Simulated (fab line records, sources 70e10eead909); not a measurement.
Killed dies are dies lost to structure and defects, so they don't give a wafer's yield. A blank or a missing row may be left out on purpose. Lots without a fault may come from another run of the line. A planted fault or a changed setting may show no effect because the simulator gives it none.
Problem report in the 8D (eight disciplines) form, filled by code | flow nand_harc | the parts of the form that need people (team, actions taken, sign-off) are left out

1. THE PROBLEM
killed_dies at NHARC_END_SORT_01 reads a mean of 84 on 2 wafers of 2 lots; wafers without a fault read 31 with a standard deviation of 9.9. That is +5.3 standard deviations from the usual mean.
First seen on wafer L652.4, day 22 15:26, on prober-02. The record holds 6 wafers of 4 lots with a number at this step. Rule for "out", or "out of limits": more than 4 standard deviations from the usual mean. The other wafers with a number count as sound.

2. WHAT IT IS AND WHAT IT IS NOT
question                    | is                           | is not
which readings at this step | killed_dies, killed_at_array | killed_at_other, killed_at_periphery, killed_open, killed_short
which lots                  | L652, L655                   | L649, L665
which wafers of those lots  | all that have a number       | -
read on which gauges        | prober-01, prober-02         | -
when                        | from day 22 15:26            | up to then (3 sound wafers); but 1 sound wafer of L665 came after

3. SUSPECTS, AND WHAT RULES EACH OUT
Counting: a tool at a process step up to the reading stays a suspect if it ran every lot that is out and no sound lot after the first of them.
- the gauge at NHARC_END_SORT_01: ruled out. The wafers that are out were read on 2 gauges (prober-01, prober-02).
- wet_bench-04 at NHARC_A_STAIRCASE_PRECLEAN_256 (cleans in SC1): kept. It ran every lot that is out, first L652 (day 13 15:41), and no sound lot after that; its last sound lot up to then is L649 (day 12 12:47).
- acl_dep-02 at NHARC_A_STAIRCASE_HM_DEP_456 (deposits aC, target thk 1500 nm): kept. It ran every lot that is out, first L652 (day 13 20:17), and no sound lot after that.
- acl_dep-02 at NHARC_A_STAIRCASE_HM_DEP_462 (deposits aC, target thk 800 nm): kept. It ran every lot that is out, first L652 (day 14 04:37), and no sound lot after that.
Left after counting: wet_bench-04 at NHARC_A_STAIRCASE_PRECLEAN_256, acl_dep-02 at NHARC_A_STAIRCASE_HM_DEP_456, acl_dep-02 at NHARC_A_STAIRCASE_HM_DEP_462.

4. THE CAUSE (what the simulator had put in)
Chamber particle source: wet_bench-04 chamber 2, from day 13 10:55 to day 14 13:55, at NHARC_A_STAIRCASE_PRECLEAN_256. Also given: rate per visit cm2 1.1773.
Counting left 3 suspects, and this tool is among them.

5. THE CHAIN OF EFFECTS, in route order
Each row: a reading whose mean over the struck wafers that have a number lies more than 3 standard deviations from the usual. Only readings for which the record gives a usual standard deviation are gone through. hours: the time from each lot's start at the first step in this table that gives one to its start at this step, as a median over the lots. sigmas: the change in usual standard deviations.
hours | step              | reading         | usual | on struck wafers | change | sigmas
0     | NHARC_END_SORT_01 | killed_at_array | 27    | 77               | +50    | +5.1
0     | NHARC_END_SORT_01 | killed_dies     | 31    | 84               | +52    | +5.3

6. WHAT WOULD HAVE CAUGHT IT SOONER
In this record the first reading out of limits at a measuring or inspecting step was taken at day 22 15:26, 221 hours after the fault began at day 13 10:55.
All the lots that are out (2) had begun NHARC_A_STAIRCASE_PRECLEAN_256 on wet_bench-04 by day 22 15:26. A hold on the tool at that time would have spared none of them.
